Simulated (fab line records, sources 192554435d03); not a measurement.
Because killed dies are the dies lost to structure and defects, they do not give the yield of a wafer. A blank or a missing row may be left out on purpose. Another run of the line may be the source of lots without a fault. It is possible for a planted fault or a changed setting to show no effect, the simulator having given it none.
Matching of chambers ; flow n5-finfet ; cmp-02 running N5_ILD0_CMP_07: 4 sister chambers
The step polishes SiO2 flowable, stops on poly-Si, t overpolish 1.18 s, target thk 138.88 nm. 30 wafers are shown with their chamber, then 12 later ones without.

== WAFERS PAIRED WITH THEIR CHAMBERS ==
wafer;chamber;motor-current-A (A)
L075.1;1;11.8
L075.3;3;13.5
L075.5;2;12.6
L078.1;2;13.0
L078.5;1;11.4
L078.6;2;12.5
L079.1;1;11.2
L079.3;3;12.9
L079.5;2;13.3
L081.1;2;13.2
L081.3;0;11.3
L081.5;3;13.9
L082.2;1;11.3
L082.3;2;13.0
L082.5;0;12.2
L083.2;0;11.8
L083.3;3;13.6
L083.6;0;11.4
L084.1;3;13.5
L084.5;2;12.3
L084.6;3;13.7
L085.2;1;11.5
L085.3;2;12.3
L085.4;0;12.2
L089.1;2;12.2
L089.2;3;13.5
L089.3;1;11.7
L090.1;2;12.7
L090.5;2;13.0
L090.6;1;11.0

SIGNATURES, as means of the wafers listed above
reading;chamber 0;chamber 1;chamber 2;chamber 3;scatter within a chamber
motor-current-A;11.780;11.414;12.736;13.514;0.354
Rule: for a wafer and a chamber, the distance is found by dividing, reading by reading, the gap between the wafer's reading and the chamber's mean by the reading's scatter, squaring, summing and taking the root. If the next closest chamber is less than 2 further off than the closest, the wafer can't be placed; otherwise it belongs to the closest. The scatter: the root of (the sum of the squares of (reading less its chamber's mean) over the shown wafers, divided by (wafers less chambers)).

== WAFERS WITH NO CHAMBER GIVEN ==
wafer;motor-current-A (A)
L091.1;13.6
L091.3;12.0
L091.6;11.9
L094.2;11.9
L094.5;11.3
L094.6;12.6
L095.1;12.8
L095.2;11.0
L095.4;13.1
L097.1;13.3
L097.2;12.2
L097.6;11.9

== WHICH CHAMBER EACH WENT THROUGH ==
wafer;from the rows above;in truth
L091.1;3;3
L091.3;can't be placed: 0 or 1 or 2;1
L091.6;can't be placed: 0 or 1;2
L094.2;can't be placed: 0 or 1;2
L094.5;can't be placed: 1 or 0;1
L094.6;can't be placed: 2 or 0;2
L095.1;can't be placed: 2 or 3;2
L095.2;can't be placed: 1 or 0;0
L095.4;can't be placed: 2 or 3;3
L097.1;can't be placed: 3 or 2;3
L097.2;can't be placed: 0 or 2 or 1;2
L097.6;can't be placed: 0 or 1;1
Correctly placed: 1 of 12. Cannot be placed on the basis of these rows: 11; the candidates contain the true chamber in 9. 0 placed wrongly.
